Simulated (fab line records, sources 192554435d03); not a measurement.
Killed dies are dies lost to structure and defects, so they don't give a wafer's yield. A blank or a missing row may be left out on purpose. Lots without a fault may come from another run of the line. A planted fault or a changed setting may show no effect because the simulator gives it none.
Split-lot experiment | flow n5_finfet | 7 lots, 21 wafers read, on a route of 1938 steps

THE SPLIT
At N5_BEOL_M7_EXPOSE_08 (exposes mask M7), the setting dose_mj was moved away from the recipe's 68.25 on 7 of the 21 wafers read, by -6.0% to +6.4%. The other wafers ran this setting at the recipe's value.

FROM THE SPLIT TO THE READING: what the file shows between them, 19 steps
- N5_BEOL_M7_PEB_09: peb time 60 s
- N5_BEOL_M7_DEVELOP_10: develop time 30 s
- N5_BEOL_M7_CD_MEAS_11: target cd 38.5 nm
- N5_BEOL_M7_DESCUM_16: chemistry O2, time 7.9 s
- N5_BEOL_M7_ETCH_61: etches SiARC in CF4, target depth 45.5 nm, time 75.8 s
- N5_BEOL_M7_ETCH_62: etches SOC in N2/H2, target depth 110 nm, overetch 22 nm, time 165 s
- N5_BEOL_M7_STRIP_68: strips in N2/H2
- N5_BEOL_M7_STRIP_67: strips in CF4
- N5_BEOL_M7_HM_OPEN_17: chemistry Cl2/BCl3, target TiN, target depth 20 nm, overetch 6 nm
- N5_BEOL_M7_STRIP_19: strips in O2
- N5_BEOL_M7_CD_MEAS_18: pitch 80 nm, target cd 40 nm
- N5_BEOL_M7_DESCUM_33: chemistry O2, time 7 s (also split here: time_s)
- N5_BEOL_M7_ETCH_72: etches underlayer in N2/H2, target depth 6.5 nm, time 5.2 s
- N5_BEOL_M7_ETCH_65: etches SiARC in CF4, target depth 15.6 nm, time 26 s
- N5_BEOL_M7_TRENCH_ETCH_37: etches SiCOH lowk in C4F6/O2, target depth 93.478 nm, time 31.2 s (also split here: source_w)
- N5_BEOL_M7_ETCH_41: etches SiCN in CH3F/O2, target depth 31.9 nm, time 57.8 s
- N5_BEOL_M7_STRIP_80: strips in N2/H2, time 10 s
- N5_BEOL_M7_PRECLEAN_42: cleans in residue remover, time 60 s
- N5_BEOL_M7_SRD_43: time 30 s

THE READING
cd_nm, in nm, at N5_BEOL_M7_CD_MEAS_35 (target cd 40 nm). Fault-free wafers of this fab line usually give 39.6 nm, standard deviation 0.47 nm.

wafer  | tool, chamber at the split | dose_mj as run | against the recipe | cd_nm, nm | against lot-mates on the recipe
L075.1 | arfi_scanner-02, 0         | 68.25          | recipe             | 40.7      | -
L075.2 | arfi_scanner-02, 0         | 68.25          | recipe             | 39.9      | -
L075.5 | arfi_scanner-02, 0         | 68.25          | recipe             | 39.8      | -
L074.2 | arfi_scanner-02, 0         | 68.25          | recipe             | 40.1      | -
L074.4 | arfi_scanner-02, 0         | 68.25          | recipe             | 39.5      | -
L074.5 | arfi_scanner-02, 0         | 68.25          | recipe             | 39.1      | -
L079.1 | arfi_scanner-01, 0         | 68.25          | recipe             | 39.0      | -
L079.2 | arfi_scanner-01, 0         | 70.39          | +3.1%              | 40.1      | +1.1
L079.4 | arfi_scanner-01, 0         | 70.39          | +3.1%              | 41.2      | +2.2
L088.1 | arfi_scanner-01, 0         | 64.16          | -6.0%              | 36.0      | -3.2
L088.2 | arfi_scanner-01, 0         | 64.16          | -6.0%              | 36.6      | -2.6
L088.6 | arfi_scanner-01, 0         | 68.25          | recipe             | 39.2      | -
L091.1 | arfi_scanner-02, 0         | 68.25          | recipe             | 39.3      | -
L091.5 | arfi_scanner-02, 0         | 68.25          | recipe             | 39.2      | -
L091.6 | arfi_scanner-02, 0         | 68.25          | recipe             | 39.2      | -
L093.2 | arfi_scanner-03, 0         | 68.25          | recipe             | 40.0      | -
L093.3 | arfi_scanner-03, 0         | 72.65          | +6.4%              | 43.3      | +3.8
L093.5 | arfi_scanner-03, 0         | 68.25          | recipe             | 39.1      | -
L094.1 | arfi_scanner-02, 0         | 70.09          | +2.7%              | 41.4      | +1.9
L094.2 | arfi_scanner-02, 0         | 70.09          | +2.7%              | 40.5      | +1.0
L094.5 | arfi_scanner-02, 0         | 68.25          | recipe             | 39.5      | -

THE FIT
A straight line over all 21 wafers: cd_nm changes by +0.528 nm for each +1% of dose_mj; r = +0.94; the points scatter about the line by 0.52 nm.
The same after taking each lot's own level away (the mean of its wafers on the recipe; 21 wafers): +0.52 nm for each +1%; r = +0.97; scatter 0.38 nm.
On that fit, the largest move of dose_mj shifts the reading by 3.4 nm.
The lots' own levels span 39.00 to 40.13 nm, that is 2.4 times the standard deviation above.
So the lot-to-lot level changes the slope little: the two slopes agree.
Check: with one of the wafers moved furthest among these (+6.4%) left out of the fit, the line predicts +3.25 nm for it against its lot-mates. It came out at +3.75 nm against them.

OTHER SPLITS ON THESE WAFERS
These wafers also went through other splits before the reading. Each is held against what the fit with the lots' levels taken away leaves over:
other split on the same wafers     | wafers away from the commonest value | r with cd_nm (lot level and that fit taken away)
N5_BEOL_M7_DESCUM_33 time_s        | 7                                    | +0.06
N5_BEOL_M7_TRENCH_ETCH_37 source_w | 6                                    | -0.13

THE WHOLE CHAIN: every reading that the file lists as answering this split, in the file's order
step                  | what it does                                           | reading                                                               | change (the file's fit)               | r (the file's)
N5_BEOL_M7_CD_MEAS_11 | target cd 38.5 nm                                      | cd_nm                                                                 | +0.473 nm for each +1% of the setting | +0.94
N5_BEOL_M7_ETCH_61    | etches SiARC in CF4, target depth 45.5 nm, time 75.8 s | BEOL_M7.cd_offset_nm (the simulator's own value, which no gauge read) | +0.481 nm for each +1% of the setting | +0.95
N5_BEOL_M7_CD_MEAS_18 | pitch 80 nm, target cd 40 nm                           | cd_nm                                                                 | +0.486 nm for each +1% of the setting | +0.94
N5_BEOL_M7_CD_MEAS_35 | target cd 40 nm                                        | cd_nm                                                                 | +0.541 nm for each +1% of the setting | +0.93

THE FILE'S OWN FIT
cd_nm changes by +0.541 nm for each +1% of dose_mj, r = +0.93.
